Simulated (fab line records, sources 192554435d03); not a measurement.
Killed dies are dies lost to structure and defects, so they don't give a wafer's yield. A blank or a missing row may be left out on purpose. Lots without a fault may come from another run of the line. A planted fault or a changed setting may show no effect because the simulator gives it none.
Chamber matching | flow n5_finfet | N5_BEOL_M3_DEP_57 on pecvd-04: 3 sister chambers
The step deposits SiCN from 3MS/NH3, target thk 8 nm, time 14 s. 6 wafers are shown with their chamber, then 7 later ones without.

WAFERS WITH THEIR CHAMBER
wafer  | chamber | throttle_valve_pct (%) | showerhead_plenum_p_Torr (Torr)
L088.1 | 1       | 10.0                   | 3.664
L088.5 | 2       | 8.6                    | 3.671
L090.2 | 2       | 8.5                    | 3.667
L090.6 | 0       | 9.9                    | 3.666
L091.2 | 0       | 9.7                    | 3.662
L091.3 | 1       | 9.9                    | 3.673

WAFERS WITHOUT THEIR CHAMBER
wafer  | throttle_valve_pct (%) | showerhead_plenum_p_Torr (Torr)
L091.4 | 8.7                    | 3.667
L093.1 | 8.3                    | 3.678
L093.5 | 9.8                    | 3.654
L093.6 | 9.7                    | 3.671
L096.1 | 9.9                    | 3.659
L096.3 | 8.6                    | 3.677
L096.5 | 9.7                    | 3.658

WHICH CHAMBER EACH WENT THROUGH
wafer  | from the rows above     | in truth
L091.4 | 2                       | 2
L093.1 | 2                       | 2
L093.5 | can't be placed: 0 or 1 | 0
L093.6 | can't be placed: 0 or 1 | 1
L096.1 | can't be placed: 0 or 1 | 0
L096.3 | 2                       | 2
L096.5 | can't be placed: 0 or 1 | 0
Placed correctly: 3 of 7. Can't be placed from these rows: 4 (the true chamber is among the candidates in 4). Placed wrongly: 0.
How it was worked out, from the rows above alone: a wafer's distance from a chamber is the root of the sum, over the readings, of the square of ((its reading less the chamber's mean) divided by the reading's scatter). The wafer belongs to the nearest chamber; if the next one is less than 2 further off, it can't be placed. A chamber's mean is the mean of its shown wafers. The scatter: the root of (the sum of the squares of (reading less its chamber's mean) over the shown wafers, divided by (wafers less chambers)).
